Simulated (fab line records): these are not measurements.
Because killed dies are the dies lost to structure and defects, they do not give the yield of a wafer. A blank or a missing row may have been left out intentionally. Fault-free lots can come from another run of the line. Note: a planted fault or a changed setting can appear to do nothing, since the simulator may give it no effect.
fab line records -- flow nand_harc -- part 1 of 2: steps 1 to 25 of 38
[record] lots = 5, wafers = 15, last_day = 24
route steps=1159 shown A_STAIRCASE@690
lots untouched by any fault: they come from a run of this same line in which no faults occurred
start_h: hours from the record's first day to the start of the lot's first wafer shown -- wait_h: hours from the lot's prior step to this one -- " the same as in the row above -- L1.1+2: a row that stands for several wafers -- - no value, or no start was given -- * or withheld: withheld -- < > ~ a bound
route shown NAME@n: names a module that has steps shown in the file, with the first one's number in the route -- usual: mean/standard deviation taken from wafers without a fault -- same: alike in all rows -- chamber/n: place in a boat -- sites: per-site readings -- _std_site: the standard deviation of these -- _edge_site: the outer-site mean with the inner-site mean subtracted -- radius_mm: how far each site lies from the wafer's centre -- mask NAME#n: copy n -- behind: the tool/chamber that last shaped the wafer -- hold: why the lot went on hold/how many hours it stayed there/how the hold came to an end -- device: whichever transistor did not switch (one of n, p or np) -- end of line: at the end of the route, the tests of the same wafers -- for a step that has no rows: nothing shown but its recipe -- killed: at the first sort, the dies lost to defects and structure; wafer yield is something else -- map: a wafer's dies, marking killed ones x, the rest . and places with no die _
set.NAME: the run value of the setting; set.NAME@STEP: its run value at that earlier step -- model.NAME: the simulator's own value behind a step, which no gauge read
lots seen at some steps along the route; tables by step, rows by wafer
services: the hour from which a tool's chamber was out of use, counted from the record's first day as start_h (under 0 if before that day), plus the number of hours and why
[[steps]]
[step NHARC_A_STAIRCASE_STRIP_464]
[recipe] o2_flow_sccm = 400, cos_flow_sccm = 20, ar_flow_sccm = 0, bias_w = 0, chemistry = O2/COS
lot.wafer,tool,chamber,start_h,wait_h
L084.4+3+5,rie_diel-11,"2,3,1",-,-
L090.2+4+5,rie_diel-05,"2,3,0",-,-
L089.4+3+6,rie_diel-05,"1,2,0",-,-
L092.2+5+6,rie_diel-05,"2,1,2",-,-
L097.3+1+5,rie_diel-05,"3,0,2",-,-
[step NHARC_A_STAIRCASE_ETCH_453]
[recipe] target_depth_a = 300, overetch_a = 30, time_s = 16.5, ion_energy_ev = 100, cf4_flow_sccm = 80, o2_flow_sccm = 20, ar_flow_sccm = 0, rf_w = 300, bias_w = 100, chemistry = CF4/O2
[usual] drypump_motor_current_A = 5.8/0.51, o2_flow_sccm = 19.99/0.075, oes_product_au = 0.999/0.016, rf_vpp_V = 197.9/1.5, showerhead_plenum_p_Torr = 1.34/0.072, throttle_valve_pct = 13.398/0.0093
lot.wafer,tool,chamber,start_h,wait_h,drypump_motor_current_A,o2_flow_sccm,oes_product_au,rf_hours_counter_h,rf_vpp_V,showerhead_plenum_p_Torr,throttle_valve_pct
L084.3,rie_diel-11,3,-,-,6.6,20.08,1.004,48,196.5,1.25,13.389
L084.4,rie_diel-11,0,-,-,5.8,20.05,0.997,45,196.4,1.27,13.413
L084.5,rie_diel-11,0,-,-,5.7,19.94,1.003,-,197.0,1.27,13.394
L090.4,rie_diel-05,3,-,-,6.5,19.90,1.004,1,198.9,1.45,13.398
L090.2,rie_diel-05,0,-,-,4.8,19.99,1.008,1,197.9,1.32,13.410
L090.5,rie_diel-05,1,-,-,5.7,19.96,1.016,-,198.1,1.31,13.398
L089.4,rie_diel-05,0,-,-,4.7,19.95,1.021,2,197.5,1.31,13.399
L089.3,rie_diel-05,2,-,-,6.1,19.96,0.983,2,196.4,1.27,13.384
L089.6,rie_diel-05,1,-,-,5.7,19.97,1.025,-,197.5,1.31,13.407
L092.2,rie_diel-05,2,-,-,6.1,20.00,0.971,7,196.1,1.27,13.386
L092.5,rie_diel-05,3,-,-,6.4,19.99,0.993,-,199.2,1.44,13.403
L092.6,rie_diel-05,0,-,-,4.7,20.05,1.009,-,197.2,1.31,13.403
L097.3,rie_diel-05,1,-,-,5.7,19.98,1.015,16,195.6,1.31,13.388
L097.1,rie_diel-05,3,-,-,6.5,19.96,1.009,15,199.6,1.44,13.404
L097.5,rie_diel-05,2,-,-,6.1,19.94,0.974,-,196.2,1.27,13.390
[step NHARC_A_STAIRCASE_ETCH_315]
[recipe] target_depth_a = 25000, time_s = 607.1, ion_energy_ev = 800, c4f8_flow_sccm = 80, o2_flow_sccm = 60, ar_flow_sccm = withheld, rf_w = 600, bias_w = 3000, chemistry = C4F8/O2/Ar
[usual] oes_product_au = 0.930/0.015, rf_vpp_V = 1828/14
lot.wafer,tool,chamber,start_h,wait_h,oes_product_au,rf_hours_counter_h,rf_vpp_V
L084.3,rie_diel-11,2,-,-,0.923,48,1846
L084.4,rie_diel-11,0,-,-,0.944,45,1813
L084.5,rie_diel-11,3,-,-,0.946,-,1810
L090.4,rie_diel-05,0,-,-,0.945,1,1823
L090.2,rie_diel-05,1,-,-,0.951,1,1822
L090.5,rie_diel-05,3,-,-,0.940,-,1847
L089.4,rie_diel-05,2,-,-,0.914,2,1813
L089.3,rie_diel-05,0,-,-,0.950,2,1824
L089.6,rie_diel-05,2,-,-,0.923,-,1814
L092.2,rie_diel-05,1,-,-,0.946,7,1823
L092.6,rie_diel-05,2,-,-,0.897,-,1813
L092.5,rie_diel-05,3,-,-,0.927,-,1847
L097.3,rie_diel-05,2,-,-,0.921,16,1814
L097.1,rie_diel-05,0,-,-,0.943,13,1822
L097.5,rie_diel-05,2,-,-,0.910,-,1814
[step NHARC_A_STAIRCASE_STRIP_316]
[recipe] o2_flow_sccm = 500, ar_flow_sccm = 0, bias_w = 0, chemistry = O2
[usual] drypump_motor_current_A = 5.8/0.49, o2_flow_sccm = 499.9/1.3, oes_product_au = 0.999/0.015, rf_vpp_V = 58.0/0.93, showerhead_plenum_p_Torr = 3.53/0.18, throttle_valve_pct = 17.037/0.0087
lot.wafer,tool,chamber,start_h,wait_h,drypump_motor_current_A,o2_flow_sccm,oes_product_au,rf_hours_counter_h,rf_vpp_V,showerhead_plenum_p_Torr,throttle_valve_pct
L084.3,rie_diel-11,3,-,-,6.6,502.6,1.015,49,57.8,3.32,17.033
L084.4,rie_diel-11,0,-,-,5.8,500.3,1.013,45,57.3,3.36,17.030
L084.5,rie_diel-11,3,-,-,6.6,499.2,1.008,-,57.0,3.32,17.036
L090.4,rie_diel-05,1,-,-,5.7,500.1,1.024,1,58.0,3.47,17.027
L090.2,rie_diel-05,0,-,-,4.8,502.9,1.009,1,57.7,3.48,17.036
L090.5,rie_diel-05,1,-,-,5.7,500.8,1.028,-,58.4,3.47,17.029
L089.3,rie_diel-05,2,-,-,6.1,499.9,0.973,3,57.8,3.36,17.041
L089.4,rie_diel-05,3,-,-,6.5,500.8,1.008,3,57.9,3.81,17.032
L089.6,rie_diel-05,1,-,-,5.7,500.5,1.020,-,59.1,3.47,17.036
L092.2,rie_diel-05,3,-,-,6.5,500.2,1.013,7,59.5,3.80,17.030
L092.5,rie_diel-05,1,-,-,5.7,498.1,1.026,-,57.5,3.47,17.040
L092.6,rie_diel-05,2,-,-,6.1,500.1,0.978,-,57.2,3.36,17.025
L097.3,rie_diel-05,3,-,-,6.5,501.7,1.010,16,57.8,3.80,17.036
L097.1,rie_diel-05,1,-,-,5.7,498.9,1.005,16,57.3,3.46,17.053
L097.5,rie_diel-05,2,-,-,6.1,498.3,0.971,-,58.6,3.35,17.035
[step NHARC_A_STAIRCASE_STRIP_317]
[recipe] time_s = 900, temp_c = 130, chemistry = SPM
lot.wafer,tool,chamber,start_h,wait_h
L084.4+3+5,wet_bench-04,"6,1,3",316.38,-
L090.2+4+5,wet_bench-04,"2,3,6",354.86,-
L089.4+3+6,wet_bench-06,"0,2,4",359.15,-
L092.5+6+2,wet_bench-04,"2,3,6",372.38,-
L097.1+5+3,wet_bench-09,"1,2,3",393.38,-
[step NHARC_A_STAIRCASE_PRECLEAN_318]
[recipe] time_s = *, temp_c = 50, bath_age_min = 0, chemistry = SC1
lot.wafer,tool,chamber,start_h,wait_h
L084.4+3+5,wet_bench-04,"6,1,3",-,-
L090.2+4+5,wet_bench-04,"2,3,6",-,-
L089.4+3+6,wet_bench-06,"0,2,4",-,-
L092.5+6+2,wet_bench-04,"2,3,6",-,-
L097.1+5+3,wet_bench-09,"1,2,3",-,-
[step NHARC_A_STAIRCASE_SRD_329]
lot.wafer,tool,chamber,start_h,wait_h
L084.4+3+5,wet_bench-04,"6,1,3",-,-
L090.2+4+5,wet_bench-04,"2,3,6",-,-
L089.4+3+6,wet_bench-06,"0,2,4",-,-
L092.5+6+2,wet_bench-04,"2,3,6",-,-
L097.1+5+3,wet_bench-09,"1,2,3",-,-
[step NHARC_A_STAIRCASE_ALD_415]
[recipe] target_thk_a = 300, pulse_time_s = 6, ald_cycles = 300, temp_c = 300, material = SiO2
[usual] heater_power_w = 441/37, precursor_pulse_height_rel = 1.000/0.019
lot.wafer,tool,chamber,start_h,wait_h,heater_power_w,precursor_pulse_height_rel
L084.4,ald_hk-03,3,318.95,2.1,478,0.987
L084.3,ald_hk-03,1,318.95,2.1,442,0.989
L084.5,ald_hk-03,2,318.95,2.1,486,1.016
L090.2,ald_hk-02,2,355.37,0.1,401,1.002
L090.4,ald_hk-02,3,355.37,0.1,386,1.031
L090.5,ald_hk-02,3,355.37,0.1,382,1.024
L089.4,ald_hk-01,0,359.66,0.1,389,1.011
L089.3,ald_hk-01,3,359.66,0.1,455,1.006
L089.6,ald_hk-01,1,359.66,0.1,432,0.994
L092.2,ald_hk-01,2,373.15,0.3,460,1.023
L092.6,ald_hk-01,1,373.15,0.3,429,1.000
L092.5,ald_hk-01,2,373.15,0.3,474,1.019
L097.3,ald_hk-03,2,393.91,0.1,453,0.983
L097.1,ald_hk-03,0,393.91,0.1,448,1.007
L097.5,ald_hk-03,2,393.91,0.1,447,1.017
[step NHARC_A_STAIRCASE_ETCHBACK_416]
[recipe] target_depth_a = 360, time_s = 7.2, c4f8_flow_sccm = withheld, o2_flow_sccm = 8, ar_flow_sccm = withheld, rf_w = 600, bias_w = 800, chemistry = C4F8/O2/Ar
[usual] oes_product_au = 0.94/0.033, rf_vpp_V = 723/5.3
lot.wafer,tool,chamber,start_h,wait_h,oes_product_au,rf_hours_counter_h,rf_vpp_V
L084.3,rie_diel-05,2,-,-,0.90,57,718
L084.4,rie_diel-05,3,-,-,0.94,53,717
L084.5,rie_diel-05,2,-,-,0.91,-,719
L090.2,rie_diel-05,0,-,-,0.94,2,724
L090.4,rie_diel-05,2,-,-,0.90,2,718
L090.5,rie_diel-05,0,-,-,0.95,-,721
L089.3,rie_diel-12,3,-,-,0.94,51,728
L089.4,rie_diel-12,1,-,-,0.91,51,732
L089.6,rie_diel-12,3,-,-,0.93,-,726
L092.2,rie_diel-12,1,-,-,0.92,57,731
L092.5,rie_diel-12,2,-,-,0.92,-,717
L092.6,rie_diel-12,3,-,-,0.92,-,727
L097.1,rie_diel-05,0,-,-,0.94,16,723
L097.3,rie_diel-05,2,-,-,0.90,18,718
L097.5,rie_diel-05,0,-,-,0.94,-,722
[step NHARC_A_STAIRCASE_STRIP_476]
[recipe] time_s = 20, o2_flow_sccm = 500, ar_flow_sccm = 0, bias_w = 0, chemistry = O2
[usual] drypump_motor_current_A = 5.9/0.5, o2_flow_sccm = 499.9/1.5, oes_product_au = 0.998/0.014, rf_vpp_V = 57.7/0.81, showerhead_plenum_p_Torr = 3.52/0.18, throttle_valve_pct = 17.036/0.0093
lot.wafer,tool,chamber,start_h,wait_h,drypump_motor_current_A,o2_flow_sccm,oes_product_au,rf_hours_counter_h,rf_vpp_V,showerhead_plenum_p_Torr,throttle_valve_pct
L084.3,rie_diel-05,3,320.88,0.1,6.5,501.5,1.011,53,56.9,3.29,17.034
L084.4,rie_diel-05,0,320.88,0.1,4.7,498.6,1.002,52,57.1,3.48,17.040
L084.5,rie_diel-05,3,320.88,0.1,6.5,499.0,1.009,-,57.6,3.29,17.037
L090.2,rie_diel-05,2,357.54,0.1,6.1,498.3,0.974,2,58.0,3.36,17.039
L090.4,rie_diel-05,0,357.54,0.1,4.8,501.0,1.021,2,58.4,3.48,17.039
L090.5,rie_diel-05,2,357.54,0.1,6.1,500.7,0.976,-,58.2,3.36,17.033
L089.4,rie_diel-12,2,361.82,0.1,5.3,500.8,0.991,52,56.6,3.34,17.028
L089.3,rie_diel-12,3,361.82,0.1,5.5,499.8,1.014,51,56.8,3.63,17.047
L089.6,rie_diel-12,1,361.82,0.1,5.9,498.0,0.987,-,58.4,3.78,17.031
L092.2,rie_diel-12,2,375.86,0.7,5.3,498.3,0.984,58,58.1,3.34,17.041
L092.5,rie_diel-12,0,375.86,0.7,6.1,501.6,0.978,-,56.8,3.65,17.037
L092.6,rie_diel-12,1,375.86,0.7,6.0,502.4,0.993,-,59.2,3.77,17.032
L097.1,rie_diel-05,0,396.08,0.1,4.7,501.1,1.030,16,57.6,3.47,17.039
L097.3,rie_diel-05,2,396.08,0.1,6.1,501.5,0.982,18,57.4,3.35,17.032
L097.5,rie_diel-05,3,396.08,0.1,6.5,498.6,1.022,-,60.0,3.80,17.034
[step NHARC_A_STAIRCASE_DEP_417]
[recipe] target_thk_a = 600, step_coverage_pct = 20, temp_c = 400, target_thk_nm = 60, flow_sccm = 200, rf_w = 450, material = Si3N4
[usual] heater_power_w = 725/110
lot.wafer,tool,chamber,start_h,wait_h,heater_power_w
L084.3,pecvd-01,0,321.07,-,900
L084.4,pecvd-01,2,321.07,-,551
L084.5,pecvd-01,0,321.07,-,748
L090.2,pecvd-01,2,357.64,-,525
L090.5,pecvd-01,2,357.64,-,507
L090.4,pecvd-01,1,357.64,-,640
L089.3,pecvd-02,1,361.93,-,728
L089.6,pecvd-02,1,361.93,-,693
L089.4,pecvd-02,0,361.93,-,773
L092.2,pecvd-01,1,376.06,-,606
L092.5,pecvd-01,2,376.06,-,490
L092.6,pecvd-01,0,376.06,-,863
L097.1,pecvd-03,1,396.22,-,839
L097.3,pecvd-03,2,396.22,-,666
L097.5,pecvd-03,0,396.22,-,718
[step NHARC_A_STAIRCASE_WET_418]
[recipe] temp_c = 160, target_depth_a = 200, chemistry = H3PO4
lot.wafer,tool,chamber,start_h,wait_h
L084.3+4+5,wet_h3po4-02,1,324.04,-
L090.2+4+5,wet_h3po4-01,1,360.16,-
L089.3+4+6,wet_h3po4-01,0,364.99,-
L092.2+5+6,wet_h3po4-01,1,380.09,-
L097.1+3+5,wet_h3po4-02,1,397.97,-
[step NHARC_A_STAIRCASE_PRECLEAN_419]
[recipe] time_s = *, temp_c = 50, bath_age_min = 0, chemistry = SC1
lot.wafer,tool,chamber,start_h,wait_h
L084.5+4+3,wet_bench-04,"3,5,6",324.61,0.0
L090.2+5+4,wet_bench-09,"4,5,6",360.76,0.0
L089.6+4+3,wet_bench-04,"3,5,6",365.57,0.0
L092.2+5+6,wet_bench-06,"2,4,6",380.67,0.0
L097.5+1+3,wet_bench-04,"4,0,1",398.56,0.0
[step NHARC_A_STAIRCASE_SRD_421]
lot.wafer,tool,chamber,start_h,wait_h
L084.5+4+3,wet_bench-04,"3,5,6",-,-
L090.2+5+4,wet_bench-09,"4,5,6",-,-
L089.6+4+3,wet_bench-04,"3,5,6",-,-
L092.2+5+6,wet_bench-06,"2,4,6",-,-
L097.5+1+3,wet_bench-04,"4,0,1",-,-
[step NHARC_A_STAIRCASE_ALD_420]
[recipe] target_thk_a = 200, pulse_time_s = 6, ald_cycles = 200, temp_c = 300, material = SiO2
[usual] heater_power_w = 448/43, precursor_pulse_height_rel = 1.000/0.021
lot.wafer,tool,chamber,start_h,wait_h,heater_power_w,precursor_pulse_height_rel
L084.3,ald_hk-01,2,325.37,-,471,0.990
L084.4,ald_hk-01,0,325.37,-,391,1.015
L084.5,ald_hk-01,1,325.37,-,420,1.006
L090.2,ald_hk-02,0,360.89,-,373,0.972
L090.4,ald_hk-02,1,360.89,-,551,0.988
L090.5,ald_hk-02,0,360.89,-,386,1.011
L089.4,ald_hk-02,0,366.01,-,382,1.013
L089.3,ald_hk-02,1,366.01,-,552,1.022
L089.6,ald_hk-02,3,366.01,-,380,0.990
L092.2,ald_hk-03,0,380.96,-,450,0.984
L092.6,ald_hk-03,3,380.96,-,499,0.983
L092.5,ald_hk-03,0,380.96,-,441,1.011
L097.1,ald_hk-03,2,398.71,-,468,1.017
L097.3,ald_hk-03,3,398.71,-,510,1.010
L097.5,ald_hk-03,3,398.71,-,500,0.986
[step NHARC_A_STAIRCASE_CVD_552]
[recipe] target_thk_a = 400, temp_c = 700, pressure_mtorr = 300, material = SiNx
[usual] spike_tc_bottom_C = 718.9/2.4, spike_tc_lower_C = 701.1/1.1, zone_power_lower_pct = 10.2/1.2
lot.wafer,tool,chamber,start_h,wait_h,spike_tc_bottom_C,spike_tc_lower_C,zone_power_lower_pct
L084.3,lpcvd-02,1,-,-,720.2,699.9,9.6
L084.4,lpcvd-02,1,-,-,720.6,700.9,9.6
L084.5,lpcvd-02,1,-,-,720.4,700.9,9.6
L090.2,lpcvd-02,1,-,-,721.0,699.3,9.6
L090.4,lpcvd-02,1,-,-,719.8,700.6,9.6
L090.5,lpcvd-02,1,-,-,723.2,700.6,9.4
L089.3,lpcvd-02,0,-,-,719.5,701.5,12.1
L089.4,lpcvd-02,0,-,-,719.4,701.2,12.1
L089.6,lpcvd-02,0,-,-,718.8,701.6,12.0
L092.2,lpcvd-02,1,-,-,719.9,702.5,9.7
L092.5,lpcvd-02,1,-,-,721.3,702.1,9.6
L092.6,lpcvd-02,1,-,-,720.8,700.3,9.4
L097.1,lpcvd-01,1,-,-,713.3,701.6,9.1
L097.3,lpcvd-01,1,-,-,714.2,701.0,9.0
L097.5,lpcvd-01,1,-,-,715.1,699.7,9.1
[step NHARC_A_STAIRCASE_DEP_151]
[recipe] target_thk_a = 38000, temp_c = 400, target_thk_nm = 3800, teos_flow_sccm = 200, rf_w = 500, material = SiO2
[usual] heater_power_w = 669/110
lot.wafer,tool,chamber,start_h,wait_h,heater_power_w
L084.3,pecvd-03,0,333.60,0.5,814
L084.4,pecvd-03,2,333.60,0.5,593
L084.5,pecvd-03,1,333.60,0.5,678
L090.2,pecvd-02,0,369.15,0.4,844
L090.5,pecvd-02,1,369.15,0.4,588
L090.4,pecvd-02,2,369.15,0.4,749
L089.3,pecvd-02,1,373.97,0.4,689
L089.6,pecvd-02,1,373.97,0.4,588
L089.4,pecvd-02,0,373.97,0.4,680
L092.2,pecvd-02,1,389.07,0.4,647
L092.5,pecvd-02,1,389.07,0.4,604
L092.6,pecvd-02,0,389.07,0.4,660
L097.1,pecvd-03,0,407.06,0.5,725
L097.3,pecvd-03,1,407.06,0.5,841
L097.5,pecvd-03,1,407.06,0.5,660
[step NHARC_A_STAIRCASE_ANNEAL_320]
[recipe] temp_c = 750, time_s = 1800
[usual] spike_tc_bottom_C = 770.1/1.1, spike_tc_lower_C = 749.3/1.1, zone_power_lower_pct = 12.4/0.51
lot.wafer,tool,chamber,start_h,wait_h,spike_tc_bottom_C,spike_tc_lower_C,zone_power_lower_pct
L084.3,furnace-08,0,337.22,-,769.5,750.5,12.2
L084.4,furnace-08,0,337.22,-,770.4,749.6,12.0
L084.5,furnace-08,0,337.22,-,769.7,750.1,12.4
L090.2,furnace-08,0,372.83,-,771.1,750.0,12.3
L090.4,furnace-08,0,372.83,-,768.7,750.2,12.2
L090.5,furnace-08,0,372.83,-,769.7,750.0,12.4
L089.3,furnace-08,0,379.68,-,770.1,748.6,12.4
L089.4,furnace-08,0,379.68,-,771.1,750.1,12.1
L089.6,furnace-08,0,379.68,-,769.9,749.7,12.0
L092.2,furnace-08,0,392.76,-,770.0,750.2,12.3
L092.5,furnace-08,0,392.76,-,769.4,748.1,12.3
L092.6,furnace-08,0,392.76,-,770.7,749.9,12.1
L097.1,furnace-08,0,413.18,-,768.6,748.2,12.4
L097.3,furnace-08,0,413.18,-,771.0,749.6,12.2
L097.5,furnace-08,0,413.18,-,769.7,749.6,12.3
[step NHARC_A_STAIRCASE_DEP_322]
[recipe] target_thk_a = 38000, temp_c = 400, target_thk_nm = 3800, teos_flow_sccm = 200, rf_w = 500, material = SiO2
[usual] heater_power_w = 658/110
lot.wafer,tool,chamber,start_h,wait_h,heater_power_w
L084.3,pecvd-03,1,340.61,0.1,800
L084.4,pecvd-03,1,340.61,0.1,669
L084.5,pecvd-03,0,340.61,0.1,645
L090.2,pecvd-03,1,376.57,0.4,800
L090.4,pecvd-03,1,376.57,0.4,666
L090.5,pecvd-03,1,376.57,0.4,674
L089.3,pecvd-03,1,383.22,0.3,743
L089.6,pecvd-03,0,383.22,0.3,656
L089.4,pecvd-03,1,383.22,0.3,684
L092.2,pecvd-01,2,396.28,0.3,594
L092.5,pecvd-01,0,396.28,0.3,736
L092.6,pecvd-01,2,396.28,0.3,449
L097.3,pecvd-03,0,416.63,0.2,689
L097.1,pecvd-03,1,416.63,0.2,813
L097.5,pecvd-03,1,416.63,0.2,665
[step NHARC_A_STAIRCASE_ANNEAL_323]
[recipe] temp_c = 750, time_s = 1800
[usual] spike_tc_bottom_C = 770.0/1.2, spike_tc_lower_C = 749.6/1.1, zone_power_lower_pct = 12.6/0.71
lot.wafer,tool,chamber,start_h,wait_h,spike_tc_bottom_C,spike_tc_lower_C,zone_power_lower_pct
L084.3,furnace-08,0,346.02,-,769.6,751.8,12.3
L084.4,furnace-08,0,346.02,-,768.8,749.5,12.2
L084.5,furnace-08,0,346.02,-,769.9,748.2,12.4
L090.2,furnace-04,0,381.27,4.6,770.9,751.2,13.3
L090.4,furnace-04,0,381.27,4.6,770.2,750.7,13.4
L090.5,furnace-04,0,381.27,4.6,770.2,750.0,13.4
L089.3,furnace-08,0,386.71,-,771.4,748.2,12.3
L089.4,furnace-08,0,386.71,-,770.8,749.7,12.4
L089.6,furnace-08,0,386.71,-,770.8,748.7,12.2
L092.2,furnace-08,0,403.09,-,770.5,750.4,12.4
L092.5,furnace-08,0,403.09,-,771.1,748.1,12.3
L092.6,furnace-08,0,403.09,-,770.7,750.1,12.2
L097.1,furnace-08,0,420.22,-,769.3,749.5,12.3
L097.3,furnace-08,0,420.22,-,770.9,749.9,12.2
L097.5,furnace-08,0,420.22,-,771.2,749.1,12.2
[step NHARC_A_STAIRCASE_DEP_325]
[recipe] target_thk_a = 38000, temp_c = 400, target_thk_nm = 3800, teos_flow_sccm = 200, rf_w = 500, material = SiO2
[usual] heater_power_w = 663/100
lot.wafer,tool,chamber,start_h,wait_h,heater_power_w
L084.3,pecvd-02,0,349.38,0.1,684
L084.4,pecvd-02,0,349.38,0.1,668
L084.5,pecvd-02,2,349.38,0.1,732
L090.2,pecvd-03,0,384.67,0.1,756
L090.5,pecvd-03,0,384.67,0.1,659
L090.4,pecvd-03,1,384.67,0.1,673
L089.3,pecvd-03,1,390.46,0.4,705
L089.6,pecvd-03,2,390.46,0.4,578
L089.4,pecvd-03,1,390.46,0.4,676
L092.2,pecvd-01,2,406.72,0.3,576
L092.6,pecvd-01,0,406.72,0.3,712
L092.5,pecvd-01,2,406.72,0.3,458
L097.3,pecvd-03,1,423.57,0.1,676
L097.1,pecvd-03,2,423.57,0.1,708
L097.5,pecvd-03,1,423.57,0.1,679
[step NHARC_A_STAIRCASE_ANNEAL_326]
[recipe] temp_c = 750, time_s = 1800
[usual] spike_tc_bottom_C = 769.7/1.6, spike_tc_lower_C = 749.9/1.2, zone_power_lower_pct = 12.9/1
lot.wafer,tool,chamber,start_h,wait_h,spike_tc_bottom_C,spike_tc_lower_C,zone_power_lower_pct
L084.3,furnace-08,0,353.24,-,770.3,750.1,12.3
L084.4,furnace-08,0,353.24,-,770.8,751.7,12.3
L084.5,furnace-08,0,353.24,-,769.4,749.1,12.2
L090.2,furnace-08,0,389.65,-,769.5,751.4,12.5
L090.4,furnace-08,0,389.65,-,770.9,749.1,12.4
L090.5,furnace-08,0,389.65,-,769.7,748.6,12.3
L089.3,furnace-02,0,394.56,-,768.3,749.7,14.8
L089.4,furnace-02,0,394.56,-,766.2,752.4,15.0
L089.6,furnace-02,0,394.56,-,767.6,752.6,14.6
L092.2,furnace-08,0,410.22,-,771.5,748.6,12.5
L092.5,furnace-08,0,410.22,-,769.5,749.1,12.3
L092.6,furnace-08,0,410.22,-,771.2,748.4,12.2
L097.1,furnace-08,0,426.06,-,771.7,749.9,12.3
L097.3,furnace-08,0,426.06,-,770.4,750.5,12.0
L097.5,furnace-08,0,426.06,-,769.2,747.4,12.2
[step NHARC_A_STAIRCASE_DEHYDRATE_433]
[recipe] temp_c = 150, time_s = 120
lot.wafer,tool,chamber,start_h,wait_h
L084.3+4+5,litho_track-03,0,356.66,0.1
L090.2+4+5,litho_track-05,0,393.11,0.1
L089.3+4+6,litho_track-02,0,397.96,0.1
L092.2+5+6,litho_track-02,0,413.60,0.1
L097.1+3+5,litho_track-02,0,429.46,0.1
[step NHARC_A_STAIRCASE_HMDS_434]
[recipe] time_s = 30
lot.wafer,tool,chamber,start_h,wait_h
L084.3+4+5,litho_track-03,0,-,-
L090.2+4+5,litho_track-05,0,-,-
L089.3+4+6,litho_track-02,0,-,-
L092.2+5+6,litho_track-02,0,-,-
L097.1+3+5,litho_track-02,0,-,-
[step NHARC_A_STAIRCASE_COAT_435]
[recipe] spin_rpm = 1200
lot.wafer,tool,chamber,start_h,wait_h
L084.3+4+5,litho_track-03,0,-,-
L090.2+4+5,litho_track-05,0,-,-
L089.3+4+6,litho_track-02,0,-,-
L092.2+5+6,litho_track-02,0,-,-
L097.1+3+5,litho_track-02,0,-,-
